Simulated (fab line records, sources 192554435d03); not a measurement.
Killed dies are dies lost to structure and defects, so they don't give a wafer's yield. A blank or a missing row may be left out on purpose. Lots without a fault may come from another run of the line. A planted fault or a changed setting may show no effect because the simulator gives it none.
Chamber matching | flow n5_finfet | N5_ZERO_LAYER_ETCH_18 on rie_si-03: 4 sister chambers
The step etches Si in HBr/Cl2, target depth 120 nm, time 40 s. 7 wafers are shown with their chamber, then 9 later ones without.

WAFERS WITH THEIR CHAMBER
wafer  | chamber | drypump_motor_current_A (A) | oes_product_au (a.u.)
L077.4 | 2       | 5.2                         | 1.011
L078.6 | 3       | 6.2                         | 1.025
L084.2 | 1       | 5.7                         | 1.011
L084.4 | 1       | 5.7                         | 0.991
L085.3 | 0       | 6.1                         | 1.001
L085.5 | 0       | 6.2                         | 1.001
L085.6 | 3       | 6.2                         | 1.028

WAFERS WITHOUT THEIR CHAMBER
wafer  | drypump_motor_current_A (A) | oes_product_au (a.u.)
L086.4 | 6.2                         | 1.029
L086.5 | 6.2                         | 1.029
L086.6 | 6.2                         | 1.004
L091.1 | 5.7                         | 1.008
L091.5 | 5.7                         | 1.008
L091.6 | 5.2                         | 1.000
L097.3 | 5.2                         | 0.998
L097.5 | 6.2                         | 1.000
L097.6 | 5.7                         | 0.996

WHICH CHAMBER EACH WENT THROUGH
wafer  | from the rows above     | in truth
L086.4 | 3                       | 3
L086.5 | 3                       | 3
L086.6 | can't be placed: 0 or 3 | 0
L091.1 | 1                       | 1
L091.5 | 1                       | 1
L091.6 | 2                       | 2
L097.3 | 2                       | 2
L097.5 | can't be placed: 0 or 3 | 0
L097.6 | 1                       | 1
Placed correctly: 7 of 9. Can't be placed from these rows: 2 (the true chamber is among the candidates in 2). Placed wrongly: 0.
How it was worked out, from the rows above alone: a wafer's distance from a chamber is the root of the sum, over the readings, of the square of ((its reading less the chamber's mean) divided by the reading's scatter). The wafer belongs to the nearest chamber; if the next one is less than 2 further off, it can't be placed. A chamber's mean is the mean of its shown wafers. The scatter: the root of (the sum of the squares of (reading less its chamber's mean) over the shown wafers, divided by (wafers less chambers)).
